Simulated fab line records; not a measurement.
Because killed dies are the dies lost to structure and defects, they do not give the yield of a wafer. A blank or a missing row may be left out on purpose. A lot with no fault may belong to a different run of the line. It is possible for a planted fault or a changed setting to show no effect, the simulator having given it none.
Matching of chambers    flow nandHarc    aldHk-03 running NHARC_A_CHANNEL_FILL_D1_ALD_14: 4 sister chambers
The step deposits SiO2, target thk 2.5 nm, pulse time 10 s, ald cycles 25. 4 wafers are shown with their chamber, then 8 later ones without.

== EACH WAFER AND ITS CHAMBER ==
wafer   chamber  heaterPowerOuterW (W)
L080.2  2        303
L082.3  3        219
L082.6  1        316
L083.1  0        265

== WAFERS WHOSE CHAMBER IS MISSING ==
wafer   heaterPowerOuterW (W)
L083.5  214
L083.6  266
L085.2  213
L085.4  302
L085.6  216
L087.3  267
L087.4  214
L087.5  312

== EACH ONE'S CHAMBER ==
wafer   from the rows above      in truth
L083.5  3                        3
L083.6  0                        0
L085.2  3                        3
L085.4  2                        2
L085.6  3                        3
L087.3  0                        0
L087.4  3                        3
L087.5  can't be placed: 1 or 2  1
Placed correctly: 7 of 8. Cannot be placed on the basis of these rows: 1; the candidates contain the true chamber in 1. Number placed wrongly: 0.
How it was worked out, from the rows above alone: a wafer's distance from a chamber is the root of the sum, over the readings, of the square of ((its reading less the chamber's mean) divided by the reading's scatter). If the next closest chamber is less than 2 further off than the closest, the wafer can't be placed; otherwise it belongs to the closest. The mean given for a chamber averages the wafers shown for that chamber. The scatter (one wafer shown for each chamber): square how far every hidden wafer sits from the nearest shown wafer, average those squares and take the square root.
